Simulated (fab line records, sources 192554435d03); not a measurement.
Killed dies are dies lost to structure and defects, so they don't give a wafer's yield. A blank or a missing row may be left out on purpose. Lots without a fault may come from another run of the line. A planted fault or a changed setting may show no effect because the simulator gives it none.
A struck lot beside a sound one | flow n5_finfet | 16 steps out of a route of 1938
Sound: wafers L953.3, L953.5, L953.6. Struck: wafer L964.6. (L964.2, L964.3 of the same lot were not struck and are left out.) The cause comes at the end.
At each step with rows: each side's tool, then ch and its chambers, then its first start. Under that, the readings that differ: sound wafers | struck wafers | difference of the means | sigmas: that difference in standard deviations of wafers without a fault.
alike: readings whose means differ by less than 2 such deviations, and words and numbers that are the same on both sides. not compared: withheld readings, readings that some wafer has no value for, bounds like >300 that may hide the same value, and numbers for which the record gives no deviation and whose values overlap.
The two part at a step that has a row with sigmas, a row that says differs or no value, or rows on one side only. Numbers that don't overlap but have no deviation are shown without sigmas and don't part them. A reading that every wafer of one side lacks parts them only if that side has two wafers or more.

first, 1 step without rows for these wafers: N5_BEOL_M0_ANNEAL_135 (time 60 s).
N5_BEOL_M0_SPUTTER_141: material Cu, target thk 4 nm, time 7.37 s.
  sound on pvd_sputter-03, day 6 14:19; struck on pvd_sputter-01, day 9 14:14
  reading              | sound                | struck | difference | sigmas
  susceptor_temp_C (C) | -20.03 -20.05 -20.06 | -19.81 | +0.24      | +2
  alike: throttle_valve_pct
then, 2 steps without rows for these wafers: N5_BEOL_M0_ECD_118 (material Cu, target thk 300 nm); N5_BEOL_M0_ANNEAL_119 (time 90 s).
N5_BEOL_M0_CMP_120: polishes, stops on SiOC, t overpolish 6.9 s.
  sound on cmp-02 ch 1,2, day 6 14:49; struck on cmp-03 ch 1, day 9 14:49
  alike: barrier_field_endpoint_s, motor_current_A, overpolish_run_s, slurry_flow_ml_min, time_to_endpoint_s
N5_BEOL_M0_PRE_CLEAN_131: time 15 s.
  sound on cvd_co-01 ch 0,2, day 6 15:11; struck on cvd_co-01 ch 2, day 9 15:04
  alike: heater_power_w
  not compared: susceptor_temp_C
N5_BEOL_M0_CO_CAP_123: material Co, precursor CCTBA/H2, target thk 2 nm, time 102.1 s.
  sound on cvd_co-01 ch 0,2, day 6 15:16; struck on cvd_co-01 ch 2, day 9 15:07
  reading              | sound                | struck | difference | sigmas
  heater_power_w (W)   | 186 283 183          | 279    | +62        | +2
  susceptor_temp_C (C) | 200.07 199.74 200.10 | 200.38 | +0.41      | +3
then, 1 step without rows for these wafers: N5_BEOL_M0_PRE_CLEAN_124 (time 15 s).
N5_BEOL_M0_DEP_125: deposits SiCN from 3MS/NH3, target thk 8 nm, time 14 s.
  sound on pecvd-01 ch 0,1,2, day 6 15:23; struck on pecvd-02 ch 1, day 9 15:14
  alike: showerhead_plenum_p_Torr, throttle_valve_pct
N5_BEOL_M0_RS_MEAS_126: measures by four-point-probe.
  sound on film_metro-01, day 6 15:27; struck on film_metro-01, day 9 15:19
  alike: M0_RS
N5_BEOL_M0_INSPECT_127: inspects for defects (darkfield).
  sound on defect_inspect-02, day 6 15:28; struck on defect_inspect-02, day 9 15:21
  alike: raw_defect_count
N5_BEOL_M1_ILD_DEP_00: deposits SiOC from DEMS/O2, target thk 79 nm, time 15.3 s.
  sound on pecvd-03 ch 0,1, day 6 15:31; struck on pecvd-03 ch 1, day 9 15:23
  alike: heater_power_w, showerhead_plenum_p_Torr, susceptor_temp_C, throttle_valve_pct
N5_BEOL_M1_THK_MEAS_01:
  sound on film_metro-02, day 6 15:35; struck on film_metro-01, day 9 15:27
  reading         | sound          | struck | difference | sigmas
  M1_ILD_THK (nm) | 77.2 78.1 77.6 | 68.6   | -9.0       | -8
then, 1 step without rows for these wafers: N5_BEOL_M1_PECVD_72 (deposits SiO2 from TEOS/O2, target thk 16 nm, time 18 s).
-- the record jumps here: 2 days lie between the struck wafers' starts before and after (it left off in module BEOL_M1 and takes up again in module BEOL_M4, whose first step shown is number 1111 of the route) --
N5_BEOL_M4_RC_MEAS_101:
  sound on prober-02 ch 0, day 8 22:38; struck on prober-01 ch 0, day 11 23:22
  alike: DIBL_N, DIBL_P, IOFF_N, IOFF_P, ION_N, ION_P, SS_N, SS_P, VT_N, VT_P
-- the record jumps here: 5 days lie between the struck wafers' starts before and after (it left off in module BEOL_M4 and takes up again in module PASSIVATION, whose first step shown is number 1936 of the route) --
N5_PASSIVATION_PROBE_49:
  the record has rows for the struck wafers here (prober-02, day 16 14:22) and none for the sound ones

WHERE THEY PART
First at N5_BEOL_M0_SPUTTER_141; last, within this record, at N5_PASSIVATION_PROBE_49.

WHY: what the simulator had put in
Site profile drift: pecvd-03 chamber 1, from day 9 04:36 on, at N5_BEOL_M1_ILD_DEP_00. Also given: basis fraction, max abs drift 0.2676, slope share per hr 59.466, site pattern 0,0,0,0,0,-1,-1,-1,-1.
